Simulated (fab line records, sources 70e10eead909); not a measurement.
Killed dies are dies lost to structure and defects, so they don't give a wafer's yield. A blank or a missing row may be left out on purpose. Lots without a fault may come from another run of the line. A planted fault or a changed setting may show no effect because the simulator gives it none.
Chamber matching | flow nand_harc | NHARC_A_CHANNEL_FILL_D1_STRIP_28 on rie_diel-07: 4 sister chambers
The step strips in O2, time 20 s. 4 wafers are shown with their chamber, then 9 later ones without.

WAFERS WITH THEIR CHAMBER
wafer  | chamber | drypump_motor_current_A (A)
L082.5 | 0       | 4.9
L084.2 | 1       | 5.3
L087.1 | 2       | 5.2
L087.6 | 3       | 6.3

WAFERS WITHOUT THEIR CHAMBER
wafer  | drypump_motor_current_A (A)
L091.4 | 5.2
L091.5 | 6.3
L091.6 | 5.2
L094.1 | 5.0
L094.3 | 6.3
L094.6 | 6.2
L097.1 | 6.3
L097.2 | 5.0
L097.6 | 6.2

WHICH CHAMBER EACH WENT THROUGH
wafer  | from the rows above     | in truth
L091.4 | can't be placed: 2 or 1 | 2
L091.5 | 3                       | 3
L091.6 | can't be placed: 2 or 1 | 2
L094.1 | can't be placed: 0 or 2 | 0
L094.3 | 3                       | 3
L094.6 | 3                       | 3
L097.1 | 3                       | 3
L097.2 | can't be placed: 0 or 2 | 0
L097.6 | 3                       | 3
Placed correctly: 5 of 9. Can't be placed from these rows: 4 (the true chamber is among the candidates in 4). Placed wrongly: 0.
How it was worked out, from the rows above alone: a wafer's distance from a chamber is the root of the sum, over the readings, of the square of ((its reading less the chamber's mean) divided by the reading's scatter). The wafer belongs to the nearest chamber; if the next one is less than 2 further off, it can't be placed. A chamber's mean is the mean of its shown wafers. The scatter: with one shown wafer a chamber, the root of the mean of the squares of how far each hidden wafer lies from its nearest shown one.
